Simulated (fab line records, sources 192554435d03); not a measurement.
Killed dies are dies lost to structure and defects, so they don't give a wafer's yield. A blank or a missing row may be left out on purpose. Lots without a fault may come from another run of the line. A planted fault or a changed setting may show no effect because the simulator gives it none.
fab line records | flow n5_finfet
record lots=5 wafers=15 last_day=19
route steps=1938 shown BEOL_M6@1255 BEOL_M7@1263
lots that met no fault: from a run of the same line without faults
start_h: hours from the record's first day to the start of the lot's first wafer shown | wait_h: hours since the lot's step before | " the same as in the row above | L1.1+2: a row that stands for several wafers | - no value, or no start given | * or withheld: withheld | < > ~ a bound
route shown NAME@n: a module of which the file shows steps, and the number in the route of the first | usual: mean/standard deviation of fault-free wafers | same: alike in all rows | chamber/n: place in a boat | sites: the reading at each site | _std_site: their standard deviation | _edge_site: outer sites' mean less inner sites' | radius_mm: how far each site lies from the wafer's centre | mask NAME#n: copy n | behind: the tool/chamber that last shaped the wafer | hold: why the lot was held/for how many hours/how that ended | device: the transistor (n, p or np) that didn't switch | end of line: the same wafers' tests at the end of the route | a step without rows: its recipe alone | killed: dies lost to structure and defects at the first sort, not the wafer's yield | map: a wafer's dies, x killed, . not, _ none there
set.NAME: the setting as run; set.NAME@STEP: as run at that earlier step | model.NAME: the simulator's own value behind a step, which no gauge read
lots at some steps of the route; a table a step, a row a wafer
services: from which hour (start_h, from the record's first day; less than 0 if before it) a tool's chamber was out of use, for how many hours, and why
## steps
# step N5_BEOL_M6_ECD_50
# recipe material=Cu target_thk_a=3000
# columns lot.wafer tool chamber start_h wait_h
L076.2+3+6 ecd_cu-02 0,0,1 213.41 0.1
L082.1+2+3 ecd_cu-02 1,0,0 253.70 0.1
L083.1+4+6 ecd_cu-01 0 268.28 0.1
L088.1+3+4 ecd_cu-02 1,1,0 302.32 0.1
L094.4+5+6 ecd_cu-01 1,1,0 361.49 1.6
# step N5_BEOL_M6_ANNEAL_51
# recipe temp_c=225 time_s=90 ambient=N2
# usual wafer_temp_C_max=226.0/0.3
# columns lot.wafer tool chamber start_h wait_h wafer_temp_C_max
L076.2 rtp_anneal-02 0 215.99 2.6 226.4
L076.3 " 0 " " 226.6
L076.6 " 0 " " 226.2
L082.1 rtp_anneal-02 0 254.62 0.9 226.5
L082.2 " 0 " " 226.3
L082.3 " 0 " " 226.1
L083.1 rtp_anneal-01 0 269.25 0.9 225.5
L083.4 " 0 " " 225.9
L083.6 " 0 " " 226.2
L088.1 rtp_anneal-01 0 302.41 0.1 225.7
L088.3 " 0 " " 225.7
L088.4 " 0 " " 225.8
L094.4 rtp_anneal-02 0 361.80 0.3 226.1
L094.5 " 0 " " 226.1
L094.6 " 0 " " 226.1
# step N5_BEOL_M6_CMP_52
# recipe stop_on=SiCOH_lowk t_overpolish_s=6.9 down_force_psi=1 platen_rpm=50 clearing_platen_down_force_psi=1.5 clearing_platen_rpm=50 post_cmp_clean=cu_alkaline target_thk_nm=80 clearing_platen_pad_velocity_m_s=0.99484 pad_velocity_m_s=0.99484
# usual barrier_field_endpoint_s=29.2/0.82 clearing_platen_down_force_psi=1.4997/0.003 edge_zone_pressure_frac=1.000/0.0048 motor_current_A=5.8/0.54 overpolish_run_s=6.900/0.0087 pad_life_wafers=1416/570 retaining_ring_pressure_frac=1.000/0.0044 time_to_endpoint_s=63/3.4
# columns lot.wafer tool chamber start_h wait_h barrier_field_endpoint_s clearing_platen_down_force_psi edge_zone_pressure_frac motor_current_A overpolish_run_s pad_life_wafers retaining_ring_pressure_frac time_to_endpoint_s
L076.2 cmp-01 3 216.28 0.2 30.2 1.4966 0.995 5.4 6.907 1351 1.008 67
L076.3 " 0 " " 29.8 1.5044 1.005 5.3 6.905 1352 1.008 64
L076.6 " 2 " " 28.8 1.4996 0.998 5.3 6.898 - 1.001 63
L082.2 cmp-02 0 254.91 0.2 29.5 1.4995 1.005 6.7 6.902 1170 0.994 64
L082.1 " 1 " " 29.7 1.4981 0.999 5.2 6.897 1171 1.003 66
L082.3 " 2 " " 28.4 1.5011 0.996 5.9 6.896 1172 0.998 63
L083.4 cmp-01 1 269.55 0.1 29.2 1.5008 1.010 6.1 6.902 1704 1.008 61
L083.1 " 2 " " 27.6 1.4999 1.001 5.1 6.906 1705 1.002 56
L083.6 " 1 " " 30.1 1.5048 1.012 5.8 6.926 - 1.009 62
L088.4 cmp-01 0 302.71 0.1 28.2 1.4992 1.010 5.3 6.906 1938 1.003 63
L088.3 " 1 " " 28.8 1.4984 1.000 6.2 6.901 1939 1.004 65
L088.1 " 3 " " 29.0 1.4992 1.006 5.1 6.909 1941 1.003 66
L094.4 cmp-04 1 361.97 0.1 30.4 1.5000 1.003 6.4 6.888 2124 1.000 64
L094.5 " 1 " " 30.1 1.4934 0.996 6.3 6.907 - 1.000 63
L094.6 " 2 " " 28.7 1.5016 0.992 5.8 6.900 - 1.003 62
# step N5_BEOL_M6_THK_MEAS_53
# recipe thk_meas_gauge=xrf reads=Cu_of_BEOL_M6_ECD_50
# usual M6_THK=79.0/2.2
# columns lot.wafer tool chamber start_h wait_h M6_THK[nm]
L076.2 film_metro-01 - 216.54 - 81.8
L076.3 " - " " 77.5
L076.6 " - " " 80.9
L082.1 film_metro-01 - 255.21 - 79.7
L082.2 " - " " 79.9
L082.3 " - " " 79.3
L083.1 film_metro-02 - 269.84 - 80.6
L083.4 " - " " 81.3
L083.6 " - " " 76.6
L088.1 film_metro-02 - 303.01 - 78.1
L088.3 " - " " 79.7
L088.4 " - " " 77.8
L094.4 film_metro-01 - 362.26 - 77.2
L094.5 " - " " 76.2
L094.6 " - " " 75.4
# step N5_BEOL_M6_PRE_CLEAN_55
# recipe gas=NH3 time_s=15 temp_c=withheld rf_power_w=300
# usual rf_fwd_power_W=295.1/1.8
# columns lot.wafer tool chamber start_h wait_h rf_fwd_power_W
L076.2 pecvd-04 1 216.58 0.0 292.7
L076.3 " 2 " " 293.2
L076.6 " 1 " " 292.6
L082.1 pecvd-04 2 255.25 0.0 294.1
L082.2 " 0 " " 292.9
L082.3 " 1 " " 294.2
L083.1 pecvd-04 2 269.88 0.0 293.7
L083.4 " 0 " " 293.7
L083.6 " 2 " " 294.3
L088.1 pecvd-01 1 303.04 0.0 296.9
L088.3 " 2 " " 296.5
L088.4 " 0 " " 295.4
L094.4 pecvd-03 2 362.31 0.0 292.7
L094.5 " 0 " " 295.8
L094.6 " 1 " " 293.7
# step N5_BEOL_M6_DEP_56
# recipe material=SiCN target_thk_a=100 temp_c=withheld precursor=3MS/NH3 pressure_torr=3 rf_w=202 time_s=17.5
# usual chamber_pressure_Torr=3.001/0.0056 rf_fwd_power_W=199.6/0.95 showerhead_plenum_p_Torr=3.668/0.011 throttle_valve_pct=9.0/0.56
# columns lot.wafer tool chamber start_h wait_h chamber_pressure_Torr rf_fwd_power_W showerhead_plenum_p_Torr throttle_valve_pct
L076.2 pecvd-04 1 216.60 0.0 3.006 200.0 3.682 9.4
L076.3 " 2 " " 3.008 199.1 3.673 9.2
L076.6 " 1 " " 3.007 199.3 3.685 9.5
L082.1 pecvd-04 2 255.27 0.0 3.002 199.4 3.684 9.0
L082.2 " 0 " " 3.009 199.3 3.651 9.1
L082.3 " 1 " " 3.002 198.1 3.668 9.3
L083.1 pecvd-04 2 269.90 0.0 3.004 199.6 3.666 9.3
L083.4 " 0 " " 2.996 197.5 3.645 9.0
L083.6 " 2 " " 3.003 199.0 3.673 9.0
L088.1 pecvd-01 1 303.07 0.0 3.009 201.3 3.665 9.3
L088.3 " 2 " " 2.996 200.6 3.678 8.4
L088.4 " 0 " " 3.000 199.5 3.666 8.5
L094.4 pecvd-03 2 362.34 0.0 3.001 199.7 3.665 8.2
L094.5 " 0 " " 3.007 200.1 3.673 10.0
L094.6 " 1 " " 3.006 199.7 3.679 9.0
# step N5_BEOL_M6_RS_MEAS_57
# recipe thk_meas_gauge=four-point-probe reads=Cu_of_BEOL_M6_ECD_50+Co_of_BEOL_M6_CVD_78+TaN_of_BEOL_M6_ALD_77
# usual M6_RS=0.288/0.0089
# columns lot.wafer tool chamber start_h wait_h M6_RS[ohm/sq]
L076.2 film_metro-02 - 216.67 0.1 0.274
L076.3 " - " " 0.291
L076.6 " - " " 0.279
L082.1 film_metro-01 - 255.34 0.1 0.281
L082.2 " - " " 0.280
L082.3 " - " " 0.282
L083.1 film_metro-01 - 269.97 0.1 0.282
L083.4 " - " " 0.278
L083.6 " - " " 0.298
L088.1 film_metro-02 - 303.14 0.1 0.289
L088.3 " - " " 0.283
L088.4 " - " " 0.290
L094.4 film_metro-02 - 362.39 0.0 0.299
L094.5 " - " " 0.302
L094.6 " - " " 0.307
# step N5_BEOL_M6_INSPECT_58
# recipe inspect_instrument=darkfield mode=post_dep
# usual raw_defect_count=71/25
# columns lot.wafer tool chamber start_h wait_h raw_defect_count
L076.2 defect_inspect-02 - 216.70 0.0 78
L076.3 " - " " 62
L076.6 " - " " 73
L082.1 defect_inspect-02 - 255.36 0.0 64
L082.2 " - " " 36
L082.3 " - " " 50
L083.1 defect_inspect-01 - 270.00 0.0 107
L083.4 " - " " 94
L083.6 " - " " 78
L088.1 defect_inspect-01 - 303.16 0.0 74
L088.3 " - " " 67
L088.4 " - " " 59
L094.4 defect_inspect-01 - 362.43 0.0 69
L094.5 " - " " 95
L094.6 " - " " 86
# step N5_BEOL_M7_ILD_DEP_00
# recipe material=SiCOH_lowk target_thk_a=1797.5 temp_c=300 precursor=DEMS/porogen pressure_torr=5 rf_w=500 time_s=33.4
# usual chamber_pressure_Torr=5.000/0.011 heater_power_outer_w=153/28 heater_power_w=324/47 rf_fwd_power_W=495.8/1.6 showerhead_plenum_p_Torr=5.739/0.014 throttle_valve_pct=13.7/0.95
# columns lot.wafer tool chamber start_h wait_h chamber_pressure_Torr heater_power_outer_w heater_power_w rf_fwd_power_W showerhead_plenum_p_Torr throttle_valve_pct
L076.2 pecvd-02 0 216.73 0.0 5.004 188 371 497.0 5.728 15.1
L076.3 " 1 " " 5.007 148 362 497.4 5.731 13.4
L076.6 " 0 " " 4.989 186 372 496.9 5.738 14.8
L082.1 pecvd-03 0 255.40 0.0 5.008 174 350 496.5 5.768 15.2
L082.2 " 2 " " 4.986 118 274 494.9 5.749 12.4
L082.3 " 1 " " 5.010 131 293 495.9 5.753 13.6
L083.1 pecvd-02 0 270.03 0.0 4.987 160 322 496.5 5.736 14.9
L083.4 " 0 " " 4.985 161 339 495.5 5.742 15.0
L083.6 " 2 " " 4.990 184 381 496.1 5.714 12.8
L088.1 pecvd-01 0 303.20 0.0 4.992 175 329 498.7 5.732 13.0
L088.3 " 1 " " 5.007 116 253 493.8 5.734 14.2
L088.4 " 1 " " 4.998 121 265 492.7 5.749 14.1
L094.4 pecvd-03 0 362.53 0.1 4.998 178 363 496.1 5.742 15.2
L094.5 " 1 " " 5.006 116 268 495.5 5.750 13.7
L094.6 " 2 " " 4.994 102 240 497.3 5.752 12.6
# step N5_BEOL_M7_CURE_74
# recipe temp_c=385 time_s=240 ambient=He/Ar material=SiCOH_lowk
# usual lamp_power_pct=52.31/0.055 wafer_temp_C_max=386.9/0.59
# columns lot.wafer tool chamber start_h wait_h lamp_power_pct wafer_temp_C_max
L076.2 uv_cure-01 2 216.88 0.1 52.32 388.7
L076.3 " 2 " " 52.19 387.3
L076.6 " 2 " " 52.32 387.9
L082.1 uv_cure-01 1 255.47 0.0 52.23 386.8
L082.2 " 1 " " 52.37 387.8
L082.3 " 1 " " 52.36 387.7
L083.1 uv_cure-03 2 270.10 0.0 52.34 386.0
L083.4 " 2 " " 52.41 386.7
L083.6 " 2 " " 52.34 386.1
L088.1 uv_cure-03 0 303.27 0.0 52.34 386.2
L088.3 " 0 " " 52.37 385.7
L088.4 " 0 " " 52.39 385.8
L094.4 uv_cure-01 2 362.81 0.3 52.24 387.2
L094.5 " 2 " " 52.23 387.6
L094.6 " 2 " " 52.30 387.3
# step N5_BEOL_M7_THK_MEAS_01
# recipe reads=SiCOH_lowk_of_BEOL_M7_ILD_DEP_00
# usual M7_ILD_THK=155.7/1.8
# columns lot.wafer tool chamber start_h wait_h M7_ILD_THK[nm]
L076.2 film_metro-01 - 217.31 0.4 155.2
L076.3 " - " " 154.4
L076.6 " - " " 156.7
L082.1 film_metro-02 - 255.98 0.4 157.2
L082.2 " - " " 157.7
L082.3 " - " " 154.6
L083.1 film_metro-01 - 270.61 0.4 155.0
L083.4 " - " " 155.5
L083.6 " - " " 158.2
L088.1 film_metro-01 - 303.78 0.4 156.7
L088.3 " - " " 153.4
L088.4 " - " " 156.9
L094.4 film_metro-01 - 363.08 0.2 157.7
L094.5 " - " " 156.9
L094.6 " - " " 157.8
# step N5_BEOL_M7_PECVD_70
# recipe material=SiO2 target_thk_a=200 temp_c=400 precursor=TEOS/O2 pressure_torr=5.5 rf_w=450 teos_flow_sccm=53.8 gas=O2 flow_sccm=3000 time_s=22.7
# usual chamber_pressure_Torr=5.499/0.012 heater_power_outer_w=425/54 heater_power_w=714/85 rf_fwd_power_W=446.0/1.6 showerhead_plenum_p_Torr=8.78/0.045 throttle_valve_pct=22.0/1.4
# columns lot.wafer tool chamber start_h wait_h chamber_pressure_Torr heater_power_outer_w heater_power_w rf_fwd_power_W showerhead_plenum_p_Torr throttle_valve_pct
L076.2 pecvd-02 0 217.35 0.0 5.490 439 729 447.5 8.76 23.9
L076.3 " 2 " " 5.514 499 837 446.0 8.70 20.6
L076.6 " 2 " " 5.525 517 844 447.3 8.71 20.8
L082.1 pecvd-01 1 256.02 0.0 5.501 395 638 446.7 8.76 22.9
L082.2 " 0 " " 5.478 491 766 443.2 8.77 21.3
L082.3 " 2 " " 5.481 301 526 446.1 8.83 20.4
L083.1 pecvd-03 0 270.65 0.0 5.484 452 786 447.7 8.82 24.6
L083.4 " 0 " " 5.492 449 774 446.0 8.84 24.2
L083.6 " 1 " " 5.507 354 593 444.3 8.81 22.2
L088.1 pecvd-03 2 303.82 0.0 5.509 343 605 442.6 8.80 20.0
L088.3 " 0 " " 5.494 525 860 447.7 8.83 24.8
L088.4 " 1 " " 5.498 414 698 443.2 8.83 22.1
L094.4 pecvd-03 1 363.14 0.1 5.505 398 683 444.8 8.81 22.4
L094.5 " 0 " " 5.513 516 812 446.4 8.84 24.9
L094.6 " 2 " " 5.512 384 630 445.2 8.79 20.5
# step N5_BEOL_M7_HM_DEP_02
# recipe material=TiN target_thk_a=200 temp_c=25 chamber_pressure_pa=0.49996
# usual throttle_valve_pct=30.8/1
# columns lot.wafer tool chamber start_h wait_h throttle_valve_pct
L076.2 pvd_sputter-01 - 219.64 2.3 30.9
L076.3 " - " " 30.9
L076.6 " - " " 30.6
L082.1 pvd_sputter-03 - 256.60 0.6 30.8
L082.2 " - " " 28.8
L082.3 " - " " 30.7
L083.1 pvd_sputter-01 - 271.46 0.8 32.1
L083.4 " - " " 30.6
L083.6 " - " " 29.4
L088.1 pvd_sputter-02 - 304.13 0.3 32.4
L088.3 " - " " 31.3
L088.4 " - " " 30.4
L094.4 pvd_sputter-03 - 365.29 2.1 28.6
L094.5 " - " " 30.8
L094.6 " - " " 30.6
# step N5_BEOL_M7_COAT_59
# recipe resist=SOC temp_c=250 time_s=60 spin_rpm=1500 resist_thk_nm=100
# columns lot.wafer tool chamber start_h wait_h
L076.2+3+6 litho_track-03 0 219.76 0.1
L082.1+2+3 litho_track-01 0 256.73 0.1
L083.1+4+6 litho_track-04 0 271.59 0.1
L088.1+3+4 litho_track-01 0 304.25 0.1
L094.4+5+6 litho_track-01 0 365.42 0.1
# step N5_BEOL_M7_COAT_60
# recipe resist=SiARC temp_c=220 time_s=60 spin_rpm=1500 resist_thk_nm=35
# columns lot.wafer tool chamber start_h wait_h
L076.2+3+6 litho_track-03 0 - -
L082.1+2+3 litho_track-01 0 - -
L083.1+4+6 litho_track-04 0 - -
L088.1+3+4 litho_track-01 0 - -
L094.4+5+6 litho_track-01 0 - -
# step N5_BEOL_M7_COAT_05
# recipe resist=CAR-ArF spin_rpm=1500 resist_thk_nm=90
# columns lot.wafer tool chamber start_h wait_h
L076.2+3+6 litho_track-03 0 - -
L082.1+2+3 litho_track-01 0 - -
L083.1+4+6 litho_track-04 0 - -
L088.1+3+4 litho_track-01 0 - -
L094.4+5+6 litho_track-01 0 - -
# step N5_BEOL_M7_EBR_07
# recipe solvent=PGMEA ebr_width_mm=1.5
# columns lot.wafer tool chamber start_h wait_h
L076.2+3+6 litho_track-03 0 - -
L082.1+2+3 litho_track-01 0 - -
L083.1+4+6 litho_track-04 0 - -
L088.1+3+4 litho_track-01 0 - -
L094.4+5+6 litho_track-01 0 - -
# step N5_BEOL_M7_SOFTBAKE_06
# recipe temp_c=110 time_s=60 resist=CAR-ArF
# columns lot.wafer tool chamber start_h wait_h
L076.2+3+6 litho_track-03 0 - -
L082.1+2+3 litho_track-01 0 - -
L083.1+4+6 litho_track-04 0 - -
L088.1+3+4 litho_track-01 0 - -
L094.4+5+6 litho_track-01 0 - -
# step N5_BEOL_M7_EXPOSE_08
# recipe mask_id=M7 na=1.35 source_shape=dipole sigma_inner=0.817 sigma_outer=0.97 polarization=te dose_mj=68.25
# usual reticle_temp_C=23.02/0.09
# same na=1.35
# columns lot.wafer tool chamber start_h wait_h mask reticle_temp_C
L076.2 arfi_scanner-01 0 220.01 - M7#0 23.06
L076.3 " 0 " " M7#0 23.27
L076.6 " 0 " " M7#0 23.13
L082.1 arfi_scanner-02 0 256.97 - M7#0 23.02
L082.2 " 0 " " M7#0 22.99
L082.3 " 0 " " M7#0 22.86
L083.1 arfi_scanner-03 0 271.83 - M7#0 22.92
L083.4 " 0 " " M7#0 22.98
L083.6 " 0 " " M7#0 22.91
L088.1 arfi_scanner-01 0 304.37 - M7#0 23.03
L088.3 " 0 " " M7#0 23.07
L088.4 " 0 " " M7#0 23.08
L094.4 arfi_scanner-03 0 365.68 - M7#0 22.90
L094.5 " 0 " " M7#0 22.93
L094.6 " 0 " " M7#0 23.14
# step N5_BEOL_M7_PEB_09
# recipe peb_temp_c=withheld peb_time_s=60 resist=CAR-ArF
# columns lot.wafer tool chamber start_h wait_h
L076.2+3+6 litho_track-01 0 220.07 0.0
L082.1+2+3 litho_track-01 0 257.03 0.1
L083.1+4+6 litho_track-04 0 271.90 0.1
L088.1+3+4 litho_track-03 0 304.43 0.1
L094.4+5+6 litho_track-04 0 365.73 0.0
# step N5_BEOL_M7_DEVELOP_10
# recipe develop_time_s=30 developer=TMAH resist=CAR-ArF rinse_liquid=diw dry=air_spin dev_temp_c=23
# usual developer_temp_C=22.98/0.1
# columns lot.wafer tool chamber start_h wait_h developer_temp_C
L076.2 litho_track-01 0 - - 23.09
L076.3 " 0 " " 22.88
L076.6 " 0 " " 22.91
L082.1 litho_track-01 0 - - 22.74
L082.2 " 0 " " 22.84
L082.3 " 0 " " 22.94
L083.1 litho_track-04 0 - - 22.93
L083.4 " 0 " " 22.91
L083.6 " 0 " " 22.88
L088.1 litho_track-03 0 - - 22.95
L088.3 " 0 " " 23.06
L088.4 " 0 " " 23.03
L094.4 litho_track-04 0 - - 23.00
L094.5 " 0 " " 22.94
L094.6 " 0 " " 23.14
# step N5_BEOL_M7_CD_MEAS_11
# recipe target_cd_nm=38.5 landing_energy_ev=500 detector=se_inlens polarity=opening
# usual cd_nm=38.7/0.45
# same landing_energy_ev=500
# columns lot.wafer tool chamber start_h wait_h cd_nm
L076.2 cd_sem-03 0 220.14 - 38.8
L076.3 " 0 " " 38.3
L076.6 " 0 " " 38.3
L082.1 cd_sem-02 0 257.10 - 38.9
L082.2 " 0 " " 37.8
L082.3 " 0 " " 37.9
L083.1 cd_sem-03 0 271.96 - 38.3
L083.4 " 0 " " 38.6
L083.6 " 0 " " 38.4
L088.1 cd_sem-03 0 304.50 - 37.7
L088.3 " 0 " " 38.2
L088.4 " 0 " " 38.1
L094.4 cd_sem-03 0 365.80 - 38.3
L094.5 " 0 " " 38.7
L094.6 " 0 " " 38.4
# step N5_BEOL_M7_OVL_MEAS_12
# recipe points_per_wafer=44
# usual M7_OVL=-0.5/0.8
# columns lot.wafer tool chamber start_h wait_h M7_OVL[nm]
L076.2 overlay-02 0 220.16 0.0 -1.9
L076.3 " 0 " " -1.6
L076.6 " 0 " " -1.5
L082.1 overlay-01 0 257.13 0.0 1.2
L082.2 " 0 " " -0.5
L082.3 " 0 " " 0.4
L083.1 overlay-01 0 271.99 0.0 -2.4
L083.4 " 0 " " -0.9
L083.6 " 0 " " -1.6
L088.1 overlay-01 0 304.53 0.0 -0.1
L088.3 " 0 " " 0.6
L088.4 " 0 " " 0.1
L094.4 overlay-01 0 365.82 0.0 -1.6
L094.5 " 0 " " 0.4
L094.6 " 0 " " -0.6
# step N5_BEOL_M7_INSPECT_13
# recipe mode=adi inspect_instrument=brightfield
# usual raw_defect_count=415/100
# columns lot.wafer tool chamber start_h wait_h raw_defect_count
L076.2 defect_inspect-02 - 220.19 0.0 391
L076.3 " - " " 351
L076.6 " - " " 293
L082.1 defect_inspect-02 - 257.15 0.0 362
L082.2 " - " " 252
L082.3 " - " " 316
L083.1 defect_inspect-01 - 272.02 0.0 626
L083.4 " - " " 377
L083.6 " - " " 385
L088.1 defect_inspect-01 - 304.55 0.0 321
L088.3 " - " " 347
L088.4 " - " " 262
L094.4 defect_inspect-01 - 365.85 0.0 339
L094.5 " - " " 393
L094.6 " - " " 501
# step N5_BEOL_M7_DESCUM_16
# recipe chemistry=O2 time_s=7.9 source_power_w=50 bias_power_w=20 pressure_mtorr=20 rf_frequency_hz=2.712e+07 temp_c=40 resist=CAR-ArF o2_flow_sccm=225
# usual drypump_motor_current_A=5.59/0.29 oes_product_au=0.76/0.076 rf_fwd_power_W=49.40/0.25 rf_vpp_V=243.4/1.3 showerhead_plenum_p_Torr=2.11/0.067 throttle_valve_pct=20.67/0.23
# columns lot.wafer tool chamber start_h wait_h drypump_motor_current_A oes_product_au rf_fwd_power_W rf_hours_counter_h rf_vpp_V showerhead_plenum_p_Torr throttle_valve_pct
L076.2 rie_diel-01 1 220.22 0.0 6.05 0.73 49.39 191 243.7 2.08 20.69
L076.3 " 0 " " 5.74 0.72 49.47 197 243.7 2.10 20.82
L076.6 " 0 " " 5.73 0.72 49.49 - 241.0 2.10 20.80
L082.1 rie_diel-03 3 257.19 0.0 5.47 0.73 49.16 216 242.0 2.09 20.97
L082.2 " 2 " " 5.31 0.74 49.21 165 242.7 2.09 20.80
L082.3 " 1 " " 5.94 0.91 49.12 18 245.1 2.22 20.49
L083.1 rie_diel-03 0 272.32 0.3 5.45 0.73 49.26 200 242.6 2.09 20.64
L083.4 " 1 " " 5.93 0.90 49.23 22 244.5 2.22 20.50
L083.6 " 1 " " 5.95 0.89 49.38 - 243.9 2.22 20.52
L088.1 rie_diel-03 2 304.62 0.1 5.30 0.74 48.87 179 243.2 2.08 20.83
L088.3 " 3 " " 5.49 0.72 49.58 230 242.0 2.09 20.98
L088.4 " 1 " " 5.92 0.89 49.31 32 245.1 2.21 20.51
L094.4 rie_diel-02 1 366.55 0.7 5.62 0.69 49.54 240 242.2 2.15 20.78
L094.5 " 2 " " 5.69 0.68 49.76 - 242.1 2.03 20.68
L094.6 " 3 " " 5.04 0.86 49.28 - 244.8 2.23 20.70
# step N5_BEOL_M7_ETCH_61
# recipe chemistry=CF4 target=SiARC target_depth_a=455 mask_material=CAR-ArF time_s=75.8 ion_energy_ev=80 pressure_mtorr=40 source_w=545 bias_w=36 Ar_flow_sccm=100 cf4_flow_sccm=100 ends=cleared
# usual drypump_motor_current_A=5.59/0.29 etch_rf_on_time_s=75.5/1.7 oes_product_au=0.65/0.065 rf_fwd_power_W=539.5/2.4 rf_vpp_V=184.2/1.2 showerhead_plenum_p_Torr=2.16/0.062 throttle_valve_pct=15.84/0.23
# columns lot.wafer tool chamber start_h wait_h drypump_motor_current_A etch_rf_on_time_s oes_product_au rf_fwd_power_W rf_hours_counter_h rf_vpp_V showerhead_plenum_p_Torr throttle_valve_pct
L076.2 rie_diel-01 1 220.26 0.0 6.02 76.1 0.63 536.4 191 183.9 2.12 15.87
L076.3 " 0 " " 5.73 74.5 0.62 540.2 197 182.6 2.14 15.90
L076.6 " 0 " " 5.73 75.0 0.61 538.0 - 182.8 2.14 15.91
L082.1 rie_diel-03 3 257.22 0.0 5.46 76.7 0.62 542.6 216 182.7 2.13 16.05
L082.2 " 2 " " 5.34 76.2 0.63 533.9 165 184.7 2.13 15.92
L082.3 " 1 " " 5.94 74.0 0.77 536.3 18 185.7 2.26 15.57
L083.1 rie_diel-03 0 272.35 0.0 5.41 75.5 0.62 540.0 200 182.2 2.13 15.74
L083.4 " 1 " " 5.95 73.0 0.78 536.0 22 186.6 2.26 15.58
L083.6 " 1 " " 5.95 72.6 0.78 537.3 - 185.0 2.26 15.59
L088.1 rie_diel-03 2 304.66 0.0 5.37 75.9 0.62 535.6 179 182.9 2.13 15.96
L088.3 " 3 " " 5.49 77.7 0.60 540.8 230 182.8 2.12 16.07
L088.4 " 1 " " 5.95 73.5 0.75 533.8 32 186.5 2.25 15.61
L094.4 rie_diel-02 1 366.58 0.0 5.60 78.5 0.58 539.8 240 185.8 2.19 15.91
L094.5 " 2 " " 5.65 74.2 0.59 539.7 - 184.5 2.12 16.10
L094.6 " 3 " " 5.04 74.3 0.73 536.5 - 185.8 2.27 15.77
# step N5_BEOL_M7_ETCH_62
# recipe chemistry=N2/H2 target=SOC target_depth_a=1100 overetch_a=220 mask_material=SiARC temp_c=40 time_s=165 ion_energy_ev=200 pressure_mtorr=30 source_w=840 bias_w=150 n2_flow_sccm=200 h2_flow_sccm=200
# usual drypump_motor_current_A=5.60/0.29 oes_product_au=0.64/0.061 rf_fwd_power_W=837.9/2.5 rf_vpp_V=524.4/2.4 showerhead_plenum_p_Torr=2.56/0.079 throttle_valve_pct=18.06/0.23
# columns lot.wafer tool chamber start_h wait_h drypump_motor_current_A oes_product_au rf_fwd_power_W rf_hours_counter_h rf_vpp_V showerhead_plenum_p_Torr throttle_valve_pct
L076.2 rie_diel-01 1 220.31 0.0 6.08 0.63 841.4 191 522.3 2.53 18.19
L076.3 " 0 " " 5.74 0.61 837.3 197 523.0 2.54 18.16
L076.6 " 0 " " 5.72 0.61 837.9 - 523.8 2.54 18.15
L082.1 rie_diel-03 3 257.28 0.0 5.49 0.62 839.1 216 520.8 2.51 18.26
L082.2 " 2 " " 5.34 0.63 834.9 165 525.3 2.52 18.01
L082.3 " 1 " " 5.91 0.77 836.4 18 529.1 2.70 17.95
L083.1 rie_diel-03 0 272.41 0.0 5.43 0.62 836.6 200 523.3 2.53 18.12
L083.4 " 1 " " 5.95 0.76 840.3 22 529.2 2.70 17.94
L083.6 " 1 " " 5.98 0.75 839.0 - 528.2 2.70 17.95
L088.1 rie_diel-03 2 304.71 0.0 5.34 0.61 835.0 179 524.0 2.51 18.05
L088.3 " 3 " " 5.47 0.61 838.8 230 522.4 2.50 18.27
L088.4 " 1 " " 5.91 0.74 835.1 32 528.0 2.70 17.99
L094.4 rie_diel-02 1 366.64 0.0 5.61 0.59 838.9 240 525.1 2.62 18.22
L094.5 " 2 " " 5.65 0.58 843.4 - 524.5 2.50 18.23
L094.6 " 3 " " 5.05 0.72 842.4 - 528.0 2.68 17.89
# step N5_BEOL_M7_STRIP_68
# recipe chemistry=N2/H2 temp_c=40 n2_flow_sccm=200 h2_flow_sccm=200 rf_frequency_hz=6e+07
# columns lot.wafer tool chamber start_h wait_h
L076.2+3+6 rie_diel-01 1,0,0 220.45 0.1
L082.1+2+3 rie_diel-03 3,2,1 257.41 0.1
L083.1+4+6 rie_diel-03 0,1,1 272.54 0.1
L088.1+3+4 rie_diel-03 2,3,1 304.85 0.1
L094.4+5+6 rie_diel-02 1,2,3 366.78 0.1
# step N5_BEOL_M7_STRIP_67
# recipe chemistry=CF4 resist=SiARC power_w=300 bias_power_w=75 pressure_mtorr=50 cf4_flow_sccm=150 rf_frequency_hz=6e+07
# usual drypump_motor_current_A=5.59/0.29 oes_product_au=0.76/0.073 rf_vpp_V=271.5/1.5 showerhead_plenum_p_Torr=1.81/0.05 throttle_valve_pct=13.81/0.24
# columns lot.wafer tool chamber start_h wait_h drypump_motor_current_A oes_product_au rf_hours_counter_h rf_vpp_V showerhead_plenum_p_Torr throttle_valve_pct
L076.2 rie_diel-01 1 220.46 0.0 6.09 0.74 192 273.7 1.77 13.86
L076.3 " 0 " " 5.70 0.71 197 270.3 1.79 13.86
L076.6 " 0 " " 5.72 0.71 - 270.6 1.79 13.82
L082.1 rie_diel-03 3 257.42 0.0 5.43 0.72 216 273.2 1.78 14.02
L082.2 " 2 " " 5.34 0.74 165 272.5 1.79 13.91
L082.3 " 1 " " 5.94 0.90 18 273.6 1.89 13.50
L083.1 rie_diel-03 0 272.55 0.0 5.44 0.73 200 269.3 1.77 13.70
L083.4 " 1 " " 5.92 0.89 22 272.6 1.89 13.49
L083.6 " 1 " " 5.94 0.89 - 273.5 1.89 13.54
L088.1 rie_diel-03 2 304.86 0.0 5.37 0.73 179 270.8 1.78 13.94
L088.3 " 3 " " 5.44 0.71 230 270.4 1.78 14.05
L088.4 " 1 " " 5.95 0.87 32 273.2 1.89 13.52
L094.4 rie_diel-02 1 366.79 0.0 5.58 0.69 240 272.3 1.83 13.89
L094.5 " 2 " " 5.66 0.68 - 270.2 1.78 14.08
L094.6 " 3 " " 5.01 0.85 - 271.9 1.89 13.70
## services
# columns tool chamber start_h hours kind
ecd_cu-01 - 190.03 0.6 repair
arfi_scanner-01 - 198.70 1.3 pm
arfi_scanner-01 - 201.23 1.7 repair
pecvd-01 - 216.05 2.1 repair
uv_cure-01 - 224.39 3.7 repair
pecvd-01 - 227.20 4.2 repair
cmp-01 - 237.79 4.5 repair
rie_diel-03 - 238.74 15.6 pm
rie_diel-02 - 241.28 5.4 repair
pecvd-02 - 250.45 0.5 repair
rie_diel-03 0 260.05 1.3 repair
cmp-01 - 271.38 4.5 repair
pecvd-04 - 289.15 1.3 repair
pecvd-04 - 292.24 0.7 repair
uv_cure-01 - 298.48 0.3 repair
pecvd-01 1 308.21 9.5 repair
cmp-01 - 311.58 2.0 repair
ecd_cu-02 - 311.70 2.1 repair
cmp-01 - 317.92 4.0 pm
pecvd-02 - 318.23 2.8 pm
cmp-01 - 325.08 1.0 repair
rie_diel-03 - 329.81 14.6 pm
rie_diel-01 - 333.19 2.8 pm
ecd_cu-02 - 350.03 12.8 repair
## key
fault none
